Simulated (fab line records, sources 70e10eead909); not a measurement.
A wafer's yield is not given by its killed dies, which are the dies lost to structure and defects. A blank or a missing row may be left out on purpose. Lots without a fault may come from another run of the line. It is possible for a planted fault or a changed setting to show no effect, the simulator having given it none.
A lot that was struck, set against a sound lot -- flow nand-harc -- 15 steps out of a route of 1302
Sound: wafers L934.3, L934.5, L934.6. Struck: wafer L942.2 (left out: L942.1, a lot-mate that was not struck); the cause follows at the end.
At each step with rows: each side's tool, then ch and its chambers, then its first start. Under that, the readings that differ: sound wafers -- struck wafers -- difference of the means -- sigmas: that difference in standard deviations of wafers without a fault.
alike: readings with means less than 2 such deviations apart, plus words and numbers identical on both sides. not compared: withheld readings, readings lacking a value on some wafer, bounds such as >300 that could conceal the same value, and numbers that have no deviation in the record and whose values overlap.
Wherever a step has rows on one side only, a row that says differs or no value, or a row with sigmas, the two part there. Numbers that have no deviation but don't overlap get no sigmas and don't part them. A reading that every wafer of one side lacks parts them only if that side has two wafers or more.

NHARC_A_CONTACT_ETCH_137: etches the open film in C4F8/O2/Ar, time 311 s, target depth 1912 nm.
  sound on har-cap-etch-01 ch 0,1, day 25 05:28; struck on har-cap-etch-01 ch 1, day 28 13:46
reading,sound,struck,difference,sigmas
rf-hours-counter-h (h),- - -,25,no value on the sound wafers,
  alike: oes-air-line-au
then, 1 step without rows for these wafers: NHARC_A_CONTACT_ETCH_138 (etches the open film in C4F8/O2/Ar, time 311 s, target depth 1914 nm).
NHARC_A_CONTACT_ETCH_139: etches the open film in C4F8/O2/Ar, time 195 s, target depth 840 nm.
  sound on har-cap-etch-01 ch 0,1, day 25 06:01; struck on har-cap-etch-01 ch 1, day 28 14:19
reading,sound,struck,difference,sigmas
oes-air-line-au (a.u.),0.972 0.983 1.013,1.035,+0.046,+2
rf-hours-counter-h (h),- - -,25,no value on the sound wafers,
NHARC_A_CONTACT_ETCH_92: etches the open film in CH3F/O2, target depth 40 nm, time 85.7 s.
  sound on rie-diel-04 ch 0,1,3, day 25 06:31; struck on rie-diel-12 ch 1, day 28 14:53
  alike: drypump-motor-current-A, oes-product-au, rf-vpp-V, showerhead-plenum-p-Torr, throttle-valve-pct
  not compared: rf-hours-counter-h
then, 1 step without rows for these wafers: NHARC_A_CONTACT_ETCH_98 (etches the open film in C4F6/O2, target depth 20 nm, time 10 s).
NHARC_A_CONTACT_CD_MEAS_15:
  sound: cd-sem-03 at day 25 06:44; struck: cd-sem-01 at day 28 15:05
  alike: cd-nm
then, 4 steps without rows for these wafers: NHARC_A_CONTACT_STRIP_107 (strips in N2/H2); NHARC_A_CONTACT_STRIP_108 (strips in CF4/CHF3); NHARC_A_CONTACT_STRIP_109 (strips in O2/COS); NHARC_A_CONTACT_ETCH_110 (etches the open film in CF4/O2, target depth 60 nm, overetch 6 nm, time 33 s).
NHARC_A_CONTACT_STRIP_26: strips in O2.
  sound on rie-diel-04 ch 0,1,3; struck on rie-diel-04 ch 0
reading,sound,struck,difference,sigmas
oes-product-au (a.u.),0.989 0.999 0.990,1.008,+0.015,+2
  alike: drypump-motor-current-A, rf-vpp-V, showerhead-plenum-p-Torr, throttle-valve-pct
  not compared: rf-hours-counter-h
then, 1 step without rows for these wafers: NHARC_A_CONTACT_STRIP_27 (strips in post etch residue remover, time 600 s).
NHARC_A_CONTACT_ALD_18: deposits TiN, target thk 3 nm, pulse time 1 s, ald cycles 150.
  sound on ald-metal-02 ch 0,3, day 25 08:29; struck on ald-metal-02 ch 0, day 28 16:13
reading,sound,struck,difference,sigmas
ald-cycles,150 150 150,180,+30,
  alike: heater-power-w, precursor-pulse-height-rel
NHARC_A_CONTACT_CVD_19: deposits W, target thk 300 nm, time 802 s.
  sound on cvd-w-02 ch 0,1; struck on cvd-w-02 ch 0
  alike: heater-power-w, throttle-valve-pct
NHARC_END_SORT_01:
  sound on prober-02 ch 0, day 27 09:17; struck on prober-02 ch 0, day 30 13:41
reading,sound,struck,difference,sigmas
killed-short,0 1 4,9,+7,+4
  alike: killed-at-array, killed-at-other, killed-at-periphery, killed-dies, killed-open

== WHERE THEY PART ==
Last at NHARC_END_SORT_01 as far as this record goes, first at NHARC_A_CONTACT_ETCH_137.

WHY: whatever the simulator had introduced
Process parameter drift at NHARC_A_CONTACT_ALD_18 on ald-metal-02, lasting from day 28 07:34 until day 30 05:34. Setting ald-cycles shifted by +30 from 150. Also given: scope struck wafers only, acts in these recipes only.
